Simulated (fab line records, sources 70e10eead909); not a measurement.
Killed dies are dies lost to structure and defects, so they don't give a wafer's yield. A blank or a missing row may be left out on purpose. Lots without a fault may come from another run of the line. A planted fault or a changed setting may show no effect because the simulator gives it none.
Chamber matching | flow nand_harc | NHARC_A_CHANNEL_FILL_D1_ETCHBACK_20 on rie_diel-06: 4 sister chambers
The step etches the open film in C4F8/O2/Ar, target depth 27 nm, time 13.5 s. 18 wafers are shown with their chamber, then 9 later ones without.

WAFERS WITH THEIR CHAMBER
wafer  | chamber | rf_vpp_V (V) | oes_product_au (a.u.)
L076.1 | 0       | 977          | 0.93
L076.3 | 1       | 983          | 0.93
L076.5 | 2       | 988          | 0.93
L077.3 | 1       | 982          | 0.99
L077.5 | 1       | 983          | 0.99
L077.6 | 2       | 987          | 1.01
L079.1 | 1       | 983          | 0.92
L079.3 | 2       | 988          | 0.93
L079.6 | 3       | 982          | 0.91
L085.2 | 1       | 982          | 1.01
L085.4 | 0       | 979          | 1.00
L085.6 | 2       | 987          | 1.00
L088.3 | 0       | 979          | 0.98
L088.4 | 3       | 981          | 0.97
L088.5 | 3       | 981          | 0.97
L091.1 | 0       | 978          | 1.01
L091.5 | 2       | 987          | 1.00
L091.6 | 3       | 981          | 0.99

SIGNATURES (means of the wafers above)
reading        | chamber 0 | chamber 1 | chamber 2 | chamber 3 | scatter within a chamber
rf_vpp_V       | 978.25    | 982.60    | 987.40    | 981.25    | 0.649
oes_product_au | 0.9800    | 0.9680    | 0.9740    | 0.9600    | 0.0382
Rule: a wafer's distance from a chamber is the root of the sum, over the readings, of the square of ((its reading less the chamber's mean) divided by the reading's scatter). The wafer belongs to the nearest chamber; if the next one is less than 2 further off, it can't be placed. The scatter: the root of (the sum of the squares of (reading less its chamber's mean) over the shown wafers, divided by (wafers less chambers)).

WAFERS WITHOUT THEIR CHAMBER
wafer  | rf_vpp_V (V) | oes_product_au (a.u.)
L092.1 | 979          | 0.99
L092.2 | 983          | 0.99
L092.5 | 983          | 0.99
L093.2 | 981          | 0.92
L093.5 | 987          | 0.92
L093.6 | 981          | 0.92
L095.2 | 980          | 0.91
L095.3 | 984          | 0.92
L095.6 | 984          | 0.93

WHICH CHAMBER EACH WENT THROUGH
wafer  | from the rows above          | in truth
L092.1 | 0                            | 0
L092.2 | can't be placed: 1 or 3      | 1
L092.5 | can't be placed: 1 or 3      | 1
L093.2 | can't be placed: 3 or 1      | 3
L093.5 | 2                            | 2
L093.6 | can't be placed: 3 or 1      | 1
L095.2 | can't be placed: 3 or 0 or 1 | 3
L095.3 | can't be placed: 1 or 3      | 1
L095.6 | can't be placed: 1 or 3      | 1
Placed correctly: 2 of 9. Can't be placed from these rows: 7 (the true chamber is among the candidates in 7). Placed wrongly: 0.
